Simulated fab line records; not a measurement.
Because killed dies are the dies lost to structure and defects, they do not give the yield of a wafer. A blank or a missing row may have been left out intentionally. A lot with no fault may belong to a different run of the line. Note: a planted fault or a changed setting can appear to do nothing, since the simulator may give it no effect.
fab line records -- flow n5-finfet
[record] lots = 11, wafers = 32, last-day = 18
route steps=1938 shown SDB@365 HKMG_FIN@405 PASSIVATION@1936
lots untouched by any fault: they come from a run of this same line in which no faults occurred
start-h: the number of hours between the record's first day and the start of the first shown wafer of the lot -- wait-h: hours from the lot's prior step to this one -- " as in the row above -- L1.1+2: several wafers, shown together as one row -- - no value present, or no start provided -- * or withheld: withheld -- < > ~ a bound
route shown NAME@n: names a module that has steps shown in the file, with the first one's number in the route -- usual: mean/standard deviation taken from wafers without a fault -- same: alike in all rows -- chamber/n: place in a boat -- sites: readings site by site -- _std_site: how widely they spread, as a standard deviation -- _edge_site: inner sites' mean taken away from outer sites' mean -- radius-mm: for every site, how far away it sits from the centre of the wafer -- mask NAME#n: copy n -- behind: the most recent tool/chamber to have shaped the wafer -- hold: why the lot was held/for how many hours/how that ended -- device: the n, p or np transistor that did not switch -- end of line: the same wafers' tests at the end of the route -- for a step that has no rows: nothing shown but its recipe -- killed: dies lost to structure and defects at the first sort, not the wafer's yield -- map: dies across one wafer; x = killed, . = not, _ = none there
set.NAME: the setting as run; set.NAME@STEP: as run at that earlier step -- model.NAME: the simulator's own value behind a step, which no gauge read
route steps across a sampled set of lots; one table per step, one row per wafer
services: when a tool's chamber went out of use (start-h, in hours from the record's first day, below 0 if earlier), for how many hours, and the reason
[[steps]]
[step N5_SDB_STRIP_22]
[recipe] chemistry = N2/H2, power-w = 1000, temp-c = 250, h2-frac = 0.65, overash-fraction = 0.3, pressure-mtorr = withheld, n2-flow-sccm = 1750, h2-flow-sccm = 3250
[usual] drypump-motor-current-A = 5.7/0.41, heater-power-w = 360/23, oes-product-au = 0.715/0.0045, strip-time-to-endpoint-s = 96.5/0.42
lot.wafer,tool,chamber,start-h,wait-h,drypump-motor-current-A,heater-power-w,oes-product-au,rf-hours-counter-h,strip-time-to-endpoint-s
L443.1,plasma-asher-02,1,86.29,0.1,5.8,322,0.712,79,96.0
L443.3,plasma-asher-02,0,86.29,0.1,5.2,361,0.723,-,96.0
L443.6,plasma-asher-02,1,86.29,0.1,5.8,326,0.717,-,96.6
L444.2,plasma-asher-01,1,91.09,0.1,6.3,383,0.712,48,96.6
L444.6,plasma-asher-01,1,91.09,0.1,6.2,389,0.711,-,96.6
L447.1,plasma-asher-01,1,103.05,0.1,6.2,382,0.722,51,96.7
L447.3,plasma-asher-01,0,103.05,0.1,5.4,358,0.710,-,95.8
L447.5,plasma-asher-01,1,103.05,0.1,6.2,389,0.718,-,96.4
L448.1,plasma-asher-01,0,109.63,0.1,5.4,353,0.709,52,96.8
L448.2,plasma-asher-01,1,109.63,0.1,6.2,384,0.719,52,96.3
L448.4,plasma-asher-01,1,109.63,0.1,6.2,385,0.715,-,96.6
L452.1,plasma-asher-02,1,135.08,0.1,5.7,315,0.714,88,96.1
L452.3,plasma-asher-02,0,135.08,0.1,5.2,359,0.717,-,95.6
L452.5,plasma-asher-02,0,135.08,0.1,5.2,368,0.723,-,96.5
L454.2,plasma-asher-01,0,145.28,0.1,5.5,354,0.715,59,96.2
L454.5,plasma-asher-01,0,145.28,0.1,5.4,362,0.717,-,96.4
L454.6,plasma-asher-01,1,145.28,0.1,6.3,387,0.706,-,97.0
L455.1,plasma-asher-02,0,151.07,0.1,5.2,365,0.716,92,96.7
L455.4,plasma-asher-02,0,151.07,0.1,5.1,358,0.714,-,96.7
L455.5,plasma-asher-02,1,151.07,0.1,5.8,318,0.714,-,97.0
L461.2,plasma-asher-01,0,189.06,0.1,5.4,351,0.716,68,95.8
L461.3,plasma-asher-01,1,189.06,0.1,6.2,391,0.718,-,96.6
L461.6,plasma-asher-01,0,189.06,0.1,5.5,354,0.703,-,96.5
L462.2,plasma-asher-01,0,191.55,0.1,5.5,360,0.711,69,96.5
L462.5,plasma-asher-01,1,191.55,0.1,6.3,391,0.715,-,96.3
L462.6,plasma-asher-01,0,191.55,0.1,5.5,358,0.715,-,96.7
L463.4,plasma-asher-01,1,199.78,0.1,6.2,393,0.714,-,96.5
L463.5,plasma-asher-01,1,199.78,0.1,6.3,385,0.714,-,96.4
L463.6,plasma-asher-01,0,199.78,0.1,5.5,360,0.719,-,96.9
L464.2,plasma-asher-01,1,207.67,0.1,6.2,386,0.715,72,97.7
L464.3,plasma-asher-01,1,207.67,0.1,6.3,385,0.724,-,97.4
L464.6,plasma-asher-01,0,207.67,0.1,5.5,361,0.715,-,97.2
[step N5_HKMG_FIN_STRIP_57]
[recipe] chemistry = CF4, resist = SiARC, power-w = 300, bias-power-w = 75, pressure-mtorr = 50, cf4-flow-sccm = 150, rf-frequency-hz = 6e+07
[usual] bias-power-w = 74.96/0.23, drypump-motor-current-A = 5.9/0.46, oes-product-au = 0.77/0.074, rf-fwd-power-W = 293.4/1.3, rf-vpp-V = 271.3/1.5, showerhead-plenum-p-Torr = 1.79/0.052, throttle-valve-pct = 13.56/0.19
lot.wafer,tool,chamber,start-h,wait-h,bias-power-w,drypump-motor-current-A,oes-product-au,rf-fwd-power-W,rf-hours-counter-h,rf-vpp-V,showerhead-plenum-p-Torr,throttle-valve-pct
L443.1,rie-diel-04,3,92.11,0.0,75.16,5.8,0.69,292.2,217,270.1,1.72,13.53
L443.3,rie-diel-04,1,92.11,0.0,74.91,5.8,0.72,-,220,271.3,1.81,13.65
L443.6,rie-diel-04,0,92.11,0.0,74.85,5.9,0.94,293.3,-,273.2,1.89,13.45
L444.2,rie-diel-04,0,96.44,0.0,75.33,5.9,0.94,293.7,9,273.6,1.88,13.45
L444.6,rie-diel-04,1,96.44,0.0,74.59,5.8,0.72,-,-,272.6,1.81,13.66
L447.1,rie-diel-06,2,108.78,0.0,74.98,4.9,0.74,293.7,181,271.0,1.79,13.55
L447.3,rie-diel-06,0,108.78,0.0,75.10,6.4,0.78,292.0,101,271.5,1.82,13.41
L447.5,rie-diel-06,1,108.78,0.0,75.03,5.8,0.85,291.9,-,270.1,1.75,13.30
L448.1,rie-diel-02,1,115.15,0.0,74.57,6.3,0.85,-,50,272.3,1.81,13.39
L448.2,rie-diel-02,0,115.15,0.0,74.82,5.8,0.75,-,156,268.8,1.73,13.48
L448.4,rie-diel-02,0,115.15,0.0,74.82,5.8,0.74,-,-,270.9,1.73,13.50
L452.1,rie-diel-04,0,141.18,0.0,74.76,5.9,0.91,292.3,22,273.1,1.88,13.49
L452.3,rie-diel-04,1,141.18,0.0,75.05,5.8,0.71,-,237,272.8,1.81,13.68
L452.5,rie-diel-04,0,141.18,0.0,74.78,5.9,0.90,292.7,-,273.4,1.88,13.48
L454.2,rie-diel-04,2,151.09,0.0,75.17,5.9,0.83,293.4,63,272.9,1.90,13.51
L454.5,rie-diel-04,2,151.09,0.0,75.30,5.9,0.83,293.5,-,272.9,1.90,13.52
L454.6,rie-diel-04,1,151.09,0.0,75.08,5.9,0.71,-,-,272.8,1.81,13.71
L455.1,rie-diel-04,0,157.23,0.0,74.96,5.9,0.89,293.1,29,273.4,1.88,13.50
L455.4,rie-diel-04,2,157.23,0.0,74.85,6.0,0.84,293.3,66,272.8,1.90,13.52
L455.5,rie-diel-04,1,157.23,0.0,74.87,5.8,0.70,-,-,272.8,1.81,13.71
L461.2,rie-diel-04,1,195.47,0.0,74.85,5.9,0.93,298.3,3,273.6,1.81,13.15
L461.3,rie-diel-04,2,195.47,0.0,75.04,6.0,0.81,294.0,84,273.6,1.89,13.56
L461.6,rie-diel-04,2,195.47,0.0,74.78,5.9,0.81,293.3,-,273.7,1.89,13.56
L462.2,rie-diel-02,0,197.43,0.0,74.90,5.8,0.73,-,184,268.4,1.72,13.57
L462.5,rie-diel-02,0,197.43,0.0,74.58,5.7,0.72,-,-,268.3,1.72,13.54
L462.6,rie-diel-02,1,197.43,0.0,74.73,6.3,0.83,-,-,271.8,1.81,13.43
L463.4,rie-diel-02,1,205.73,0.0,75.14,6.3,0.82,-,67,272.6,1.81,13.43
L463.5,rie-diel-02,0,205.73,0.0,74.74,5.8,0.72,-,-,268.7,1.72,13.56
L463.6,rie-diel-02,3,205.73,0.0,75.22,6.8,0.67,291.5,-,270.7,1.75,14.04
L464.2,rie-diel-02,0,213.50,0.0,75.00,5.8,0.71,-,192,269.5,1.72,13.56
L464.3,rie-diel-02,1,213.50,0.0,74.43,6.3,0.82,-,71,272.5,1.81,13.44
L464.6,rie-diel-02,3,213.50,0.0,75.18,6.8,0.67,292.7,-,270.1,1.75,14.05
[step N5_HKMG_FIN_ETCH_58]
[recipe] chemistry = N2/H2, target = SOC, target-depth-a = 2158, ion-energy-ev = 50, bias-w = 13, time-s = 741, pressure-mtorr = 30, source-w = 875, n2-flow-sccm = 200, h2-flow-sccm = 200
[usual] bias-w = 13.00/0.038, drypump-motor-current-A = 5.9/0.45, oes-product-au = 0.77/0.074, rf-fwd-power-W = 874.3/2.6, rf-vpp-V = 99.1/0.97, showerhead-plenum-p-Torr = 2.54/0.089, throttle-valve-pct = 17.75/0.21
lot.wafer,tool,chamber,start-h,wait-h,bias-w,drypump-motor-current-A,oes-product-au,rf-fwd-power-W,rf-hours-counter-h,rf-vpp-V,showerhead-plenum-p-Torr,throttle-valve-pct
L443.1,rie-diel-04,3,92.13,0.0,12.97,5.8,0.72,872.0,217,98.9,2.42,17.52
L443.3,rie-diel-04,1,92.13,0.0,12.96,5.8,0.70,871.1,220,99.7,2.61,17.86
L443.6,rie-diel-04,0,92.13,0.0,13.02,5.9,0.93,873.4,-,100.7,2.73,18.03
L444.2,rie-diel-04,0,96.46,0.0,13.02,5.9,0.93,874.2,9,99.9,2.73,18.03
L444.6,rie-diel-04,1,96.46,0.0,12.99,5.9,0.69,873.7,-,98.8,2.61,17.86
L447.1,rie-diel-06,2,108.80,0.0,12.99,4.9,0.75,873.3,181,98.8,2.54,17.95
L447.3,rie-diel-06,0,108.80,0.0,12.94,6.4,0.77,874.6,101,100.2,2.58,17.69
L447.5,rie-diel-06,1,108.80,0.0,12.94,5.8,0.83,875.4,-,98.4,2.48,17.56
L448.1,rie-diel-02,1,115.17,0.0,12.97,6.4,0.85,874.2,50,99.9,2.58,17.61
L448.2,rie-diel-02,0,115.17,0.0,12.94,5.8,0.74,874.9,156,100.2,2.42,17.53
L448.4,rie-diel-02,0,115.17,0.0,12.95,5.8,0.73,879.2,-,97.8,2.42,17.54
L452.1,rie-diel-04,0,141.20,0.0,13.04,5.9,0.90,869.4,22,100.0,2.72,18.04
L452.3,rie-diel-04,1,141.20,0.0,12.96,5.8,0.69,880.2,237,99.9,2.61,17.90
L452.5,rie-diel-04,0,141.20,0.0,13.01,5.9,0.90,871.5,-,99.7,2.72,18.06
L454.2,rie-diel-04,2,151.11,0.0,14.65,6.0,0.88,877.3,63,107.1,2.68,17.75
L454.5,rie-diel-04,2,151.11,0.0,14.71,6.0,0.88,876.3,-,107.7,2.68,17.74
L454.6,rie-diel-04,1,151.11,0.0,14.62,5.8,0.70,876.4,-,107.5,2.61,17.90
L455.1,rie-diel-04,0,157.25,0.0,14.62,5.9,0.92,871.1,29,107.7,2.72,18.07
L455.4,rie-diel-04,2,157.25,0.0,14.56,6.0,0.87,872.7,66,108.2,2.68,17.75
L455.5,rie-diel-04,1,157.25,0.0,14.58,5.8,0.71,867.9,-,106.7,2.60,17.90
L461.2,rie-diel-04,1,195.49,0.0,14.58,5.8,0.97,873.5,3,107.1,2.60,17.49
L461.3,rie-diel-04,2,195.49,0.0,14.61,6.0,0.86,871.7,84,106.4,2.67,17.77
L461.6,rie-diel-04,2,195.49,0.0,14.63,6.0,0.85,871.9,-,108.4,2.67,17.78
L462.2,rie-diel-02,0,197.45,0.0,13.00,5.8,0.71,873.7,184,98.5,2.41,17.58
L462.5,rie-diel-02,0,197.45,0.0,12.99,5.8,0.71,873.1,-,97.2,2.41,17.59
L462.6,rie-diel-02,1,197.45,0.0,12.94,6.4,0.82,877.9,-,100.1,2.57,17.65
L463.4,rie-diel-02,1,205.75,0.0,12.99,6.3,0.83,873.0,67,99.9,2.57,17.65
L463.5,rie-diel-02,0,205.75,0.0,13.02,5.8,0.71,874.5,-,98.0,2.41,17.60
L463.6,rie-diel-02,3,205.75,0.0,12.98,6.8,0.66,871.5,-,99.9,2.49,18.23
L464.2,rie-diel-02,0,213.52,0.0,13.03,5.7,0.71,870.2,192,97.3,2.41,17.60
L464.3,rie-diel-02,1,213.52,0.0,13.05,6.3,0.82,874.7,71,99.3,2.57,17.65
L464.6,rie-diel-02,3,213.52,0.0,13.01,6.8,0.66,874.6,-,99.3,2.49,18.21
[step N5_HKMG_FIN_CVD_62]
[recipe] material = a-Si, target-thk-a = 30, temp-c = 500, precursor = Si2H6, pressure-torr = 1, time-s = 20.8
[usual] heater-power-outer-w = 963/61, heater-power-w = 1464/110
lot.wafer,tool,chamber,start-h,wait-h,heater-power-outer-w,heater-power-w
L443.1,thermal-cvd-si-02,2,93.56,0.2,935,1410
L443.3,thermal-cvd-si-02,1,93.56,0.2,1027,1638
L443.6,thermal-cvd-si-02,2,93.56,0.2,898,1395
L444.2,thermal-cvd-si-01,2,97.91,0.2,875,1402
L444.6,thermal-cvd-si-01,0,97.91,0.2,976,1407
L447.1,thermal-cvd-si-02,1,110.25,0.2,1047,1557
L447.3,thermal-cvd-si-02,0,110.25,0.2,1042,1624
L447.5,thermal-cvd-si-02,1,110.25,0.2,1028,1600
L448.1,thermal-cvd-si-01,2,116.59,0.2,885,1342
L448.2,thermal-cvd-si-01,1,116.59,0.2,938,1368
L448.4,thermal-cvd-si-01,0,116.59,0.2,947,1434
L452.1,thermal-cvd-si-01,2,142.64,0.2,883,1364
L452.3,thermal-cvd-si-01,1,142.64,0.2,966,1394
L452.5,thermal-cvd-si-01,2,142.64,0.2,865,1353
L454.2,thermal-cvd-si-01,1,152.53,0.2,931,1378
L454.5,thermal-cvd-si-01,0,152.53,0.2,972,1387
L454.6,thermal-cvd-si-01,2,152.53,0.2,869,1365
L455.1,thermal-cvd-si-02,1,158.68,0.2,1034,1603
L455.4,thermal-cvd-si-02,2,158.68,0.2,906,1364
L455.5,thermal-cvd-si-02,0,158.68,0.2,1043,1629
L461.2,thermal-cvd-si-02,0,196.92,0.2,1028,1642
L461.3,thermal-cvd-si-02,1,196.92,0.2,1051,1598
L461.6,thermal-cvd-si-02,1,196.92,0.2,1050,1619
L462.2,thermal-cvd-si-01,2,198.88,0.2,882,1413
L462.5,thermal-cvd-si-01,2,198.88,0.2,887,1359
L462.6,thermal-cvd-si-01,1,198.88,0.2,920,1367
L463.4,thermal-cvd-si-02,0,207.24,0.2,1028,1630
L463.5,thermal-cvd-si-02,2,207.24,0.2,914,1371
L463.6,thermal-cvd-si-02,1,207.24,0.2,1024,1609
L464.2,thermal-cvd-si-01,2,214.96,0.2,880,1377
L464.3,thermal-cvd-si-01,1,214.96,0.2,954,1397
L464.6,thermal-cvd-si-01,1,214.96,0.2,963,1418
[step N5_PASSIVATION_PROBE_49]
[usual] killed_at_M0_to_M3 = 32/11, killed_at_M4_up = 12/4.4, killed-at-contacts = 13/6.1, killed-at-front-end = 39/12, killed-at-other = 3.9/3, killed-dies = 100/17, killed-on-rim = 13/3.9, killed-open = 66/12, killed-short = 33/7.4
[same] gross-dies = 1180, killed-at-back-side = 0
lot.wafer,tool,chamber,start-h,wait-h,killed_at_M0_to_M3,killed_at_M4_up,killed-at-contacts,killed-at-front-end,killed-at-other,killed-dies,killed-on-rim,killed-open,killed-short
L443.1,prober-01,-,308.97,0.0,31,21,4,30,4,90,11,60,30
L443.3,prober-01,-,309.07,0.1,26,12,14,44,7,103,10,67,33
L443.6,prober-01,-,309.22,0.3,28,17,16,33,0,94,12,67,27
L452.1,prober-01,-,347.92,0.0,56,10,16,36,1,119,15,84,33
L452.3,prober-01,-,348.02,0.1,47,10,23,52,2,134,20,83,50
L452.5,prober-01,-,348.12,0.2,68,16,34,31,1,150,20,100,47
L454.2,prober-02,-,349.30,0.1,24,7,6,36,0,73,8,44,26
L454.5,prober-02,-,349.45,0.2,38,22,5,32,2,99,13,53,44
L454.6,prober-02,-,349.50,0.3,22,11,10,35,1,79,7,48,31
L455.1,prober-02,-,369.75,0.0,27,11,14,37,1,90,8,55,33
L455.4,prober-02,-,369.90,0.2,49,14,22,44,1,130,7,88,39
L455.5,prober-02,-,369.95,0.2,43,13,18,25,2,101,10,69,31
L461.2,prober-02,-,396.77,0.1,36,10,12,32,2,92,10,55,37
L461.3,prober-02,-,396.82,0.1,23,14,15,17,4,73,8,47,24
L461.6,prober-02,-,396.97,0.3,16,19,10,31,1,77,9,47,30
L464.2,prober-02,-,422.30,0.1,21,9,17,40,8,95,15,68,22
L464.3,prober-02,-,422.35,0.1,35,10,12,52,10,119,17,74,44
L464.6,prober-02,-,422.50,0.3,19,14,12,36,15,96,13,62,32
// killed by level:class
L443.1 BEOL_M4:geometric-particle:open=10 BEOL_M2:geometric-particle:open=9 GATE_CUT:geometric-particle:short=8 BEOL_M0_SAQP:geometric-particle:short=6 FIN_SAQP:geometric-particle:open=5 BEOL_M1:geometric-particle:open=5 ILD0:geometric-particle:short=4 BEOL_M0_SAQP:geometric-particle:open=4
L443.3 STI_FIN_REVEAL:geometric-particle:open=11 MOL_CONTACT_COAG:geometric-particle:open=11 BEOL_M1:geometric-particle:open=8 BEOL_M2:geometric-particle:open=7 FIN_SAQP:geometric-particle:short=5 DUMMY_GATE:geometric-particle:open=5 BEOL_M1:geometric-particle:short=5 ILD0:geometric-particle:open=4
L443.6 MOL_CONTACT_COAG:geometric-particle:open=13 BEOL_M1:geometric-particle:open=11 FIN_SAQP:geometric-particle:short=9 BEOL_M4:geometric-particle:open=6 FIN_SAQP:geometric-particle:open=5 STI_FIN_REVEAL:geometric-particle:open=5 BEOL_M0_SAQP:geometric-particle:open=5 BEOL_M2:geometric-particle:open=5
L452.1 STI_FIN_REVEAL:geometric-particle:open=14 BEOL_M0_SAQP:geometric-particle:open=12 MOL_CONTACT_COAG:geometric-particle:open=12 BEOL_M2:geometric-particle:open=11 BEOL_M0_SAQP:geometric-particle:short=11 BEOL_M1:geometric-particle:open=8 BEOL_M3:geometric-particle:open=8 DUMMY_GATE:geometric-particle:open=7
L452.3 STI_FIN_REVEAL:geometric-particle:open=24 BEOL_M0_SAQP:geometric-particle:open=16 BEOL_M0_SAQP:geometric-particle:short=15 MOL_CONTACT_COAG:geometric-particle:open=14 MOL_CONTACT_COAG:geometric-particle:short=9 BEOL_M2:geometric-particle:open=8 STI_FIN_REVEAL:geometric-particle:short=7 BEOL_M4:geometric-particle:open=6
L452.5 MOL_CONTACT_COAG:geometric-particle:open=30 BEOL_M0_SAQP:geometric-particle:short=27 BEOL_M0_SAQP:geometric-particle:open=17 STI_FIN_REVEAL:geometric-particle:open=15 BEOL_M2:geometric-particle:open=10 BEOL_M4:geometric-particle:open=5 MOL_CONTACT_COAG:geometric-particle:short=4 BEOL_M3:geometric-particle:open=4
L454.2 STI_FIN_REVEAL:geometric-particle:open=7 BEOL_M3:geometric-particle:open=7 FIN_SAQP:geometric-particle:short=6 MOL_CONTACT_COAG:geometric-particle:open=5 STARTING-WAFER:geometric-particle:short=5 GATE_CUT:geometric-particle:short=4 BEOL_M1:geometric-particle:open=4 BEOL_M2:geometric-particle:open=4
L454.5 BEOL_M0_SAQP:geometric-particle:short=14 BEOL_M0_SAQP:geometric-particle:open=11 BEOL_M1:geometric-particle:open=8 BEOL_M4:geometric-particle:open=8 GATE_CUT:geometric-particle:short=5 GATE_CUT:geometric-particle:open=5 BEOL_M4:geometric-particle:short=5 STI_FIN_REVEAL:geometric-particle:open=4
L454.6 FIN_SAQP:geometric-particle:short=10 BEOL_M2:geometric-particle:open=7 MOL_CONTACT_COAG:geometric-particle:open=7 BEOL_M4:geometric-particle:open=6 DUMMY_GATE:geometric-particle:open=4 STARTING-WAFER:geometric-particle:open=4 STI_FIN_REVEAL:geometric-particle:open=3 DUMMY_GATE:geometric-particle:short=3
L455.1 STI_FIN_REVEAL:geometric-particle:open=14 MOL_CONTACT_COAG:geometric-particle:open=11 BEOL_M0_SAQP:geometric-particle:short=7 FIN_SAQP:geometric-particle:short=6 STARTING-WAFER:geometric-particle:open=6 BEOL_M2:geometric-particle:open=5 BEOL_M4:geometric-particle:open=5 BEOL_M1:geometric-particle:short=3
L455.4 MOL_CONTACT_COAG:geometric-particle:open=17 BEOL_M2:geometric-particle:open=17 FIN_SAQP:geometric-particle:short=11 FIN_SAQP:geometric-particle:open=10 BEOL_M0_SAQP:geometric-particle:short=9 BEOL_M4:geometric-particle:open=9 STI_FIN_REVEAL:geometric-particle:open=8 BEOL_M1:geometric-particle:open=6
L455.5 MOL_CONTACT_COAG:geometric-particle:open=15 BEOL_M3:geometric-particle:open=12 STI_FIN_REVEAL:geometric-particle:open=11 BEOL_M0_SAQP:geometric-particle:short=7 BEOL_M4:geometric-particle:open=5 BEOL_M3:geometric-particle:short=4 BEOL_M0_SAQP:geometric-particle:open=4 BEOL_M1:geometric-particle:open=4
L461.2 BEOL_M0_SAQP:geometric-particle:short=12 MOL_CONTACT_COAG:geometric-particle:open=9 BEOL_M3:geometric-particle:open=8 FIN_SAQP:geometric-particle:short=8 BEOL_M0_SAQP:geometric-particle:open=8 GATE_CUT:geometric-particle:short=5 FIN_SAQP:geometric-particle:open=4 BEOL_M2:geometric-particle:open=4
L461.3 MOL_CONTACT_COAG:geometric-particle:open=12 BEOL_M0_SAQP:geometric-particle:open=6 BEOL_M4:geometric-particle:open=5 BEOL_M0_SAQP:geometric-particle:short=4 BEOL_M1:geometric-particle:short=4 STI_FIN_REVEAL:geometric-particle:open=3 DUMMY_GATE:geometric-particle:open=3 MOL_CONTACT_COAG:geometric-particle:short=3
L461.6 MOL_CONTACT_COAG:geometric-particle:open=8 BEOL_M4:geometric-particle:open=7 GATE_CUT:geometric-particle:short=6 STARTING-WAFER:geometric-particle:short=6 BEOL_M0_SAQP:geometric-particle:open=5 FIN_SAQP:geometric-particle:open=4 FIN_SAQP:geometric-particle:short=4 STI_FIN_REVEAL:geometric-particle:open=3
L464.2 MOL_CONTACT_COAG:geometric-particle:open=14 FIN_SAQP:geometric-particle:open=10 DUMMY_GATE:geometric-particle:open=7 GATE_CUT:geometric-particle:open=6 BEOL_M1:geometric-particle:open=4 GATE_CUT:geometric-particle:short=4 BEOL_M2:geometric-particle:open=4 BEOL_M3:geometric-particle:open=4
L464.3 BEOL_M2:geometric-particle:open=9 DUMMY_GATE:geometric-particle:open=9 GATE_CUT:geometric-particle:open=9 GATE_CUT:geometric-particle:short=9 FIN_SAQP:geometric-particle:open=8 MOL_CONTACT_COAG:geometric-particle:open=8 BEOL_M0_SAQP:geometric-particle:short=8 FIN_SAQP:geometric-particle:short=6
L464.6 MOL_CONTACT_COAG:geometric-particle:open=8 PASS1_CAP:geometric-particle:short=7 DUMMY_GATE:geometric-particle:open=6 GATE_CUT:geometric-particle:open=6 BEOL_M2:geometric-particle:open=5 BEOL_M4:geometric-particle:open=4 GATE_CUT:geometric-particle:short=4 MOL_CONTACT_COAG:geometric-particle:short=4
[[services]]
tool,chamber,start-h,hours,kind
rie-diel-06,3,67.20,121.0,repair
rie-diel-02,3,68.22,5.0,repair
thermal-cvd-si-01,0,84.62,5.4,repair
rie-diel-02,2,98.16,2.6,repair
thermal-cvd-si-02,0,112.95,7.0,repair
thermal-cvd-si-02,-,114.21,2.8,pm
rie-diel-02,3,114.24,1.8,repair
rie-diel-04,-,137.64,1.0,repair
plasma-asher-01,-,148.73,0.3,repair
plasma-asher-01,-,155.41,2.2,repair
rie-diel-02,-,158.13,14.6,pm
rie-diel-04,1,166.78,-,clean
rie-diel-04,1,166.78,-,consumable-replace:focus-ring
rie-diel-04,1,166.78,21.4,scheduled-down
rie-diel-04,1,166.78,21.4,vent-cycle
rie-diel-04,3,188.31,-,clean
rie-diel-04,3,188.31,-,consumable-replace:focus-ring
rie-diel-04,3,188.31,-,consumable-replace:showerhead
rie-diel-04,3,188.31,15.4,scheduled-down
rie-diel-04,3,188.31,15.4,vent-cycle
rie-diel-06,2,189.17,6.4,repair
rie-diel-06,-,195.09,0.2,repair
plasma-asher-01,-,201.50,0.9,repair
plasma-asher-02,-,205.23,9.1,repair
[[key]]
[first-sign] step = N5_HKMG_FIN_ETCH_58, reading = bias-w, direction = up, sigmas = 43, usual = *, struck = *
[effect] step = N5_HKMG_FIN_ETCH_58, reading = rf-vpp-V, direction = up, sigmas = 8.5, usual = 99.1, struck = 107.4
met-at N5_HKMG_FIN_ETCH_58
struck-lots L454,L455,L461
tester-left-out L454,L455,L461
not-acting-at N5_SDB_STRIP_22,N5_HKMG_FIN_STRIP_57,N5_HKMG_FIN_CVD_62
onset-between 141.20 151.11
[fault] kind = process-parameter-drift, tool = rie-diel-04, chamber = -, onset-h = 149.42, steps = N5_HKMG_FIN_ETCH_58, channel = bias-w, offset = *, shape = step, end-h = 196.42, acts-in = *, stated = *
// tester-left-out: of these lots the tester's yield and bins aren't shown, on N5 and GAA mostly nor the transistor test; their killed dies are dies lost to structure and defects alone, not to doping, threshold or leakage, so they don't give the yield
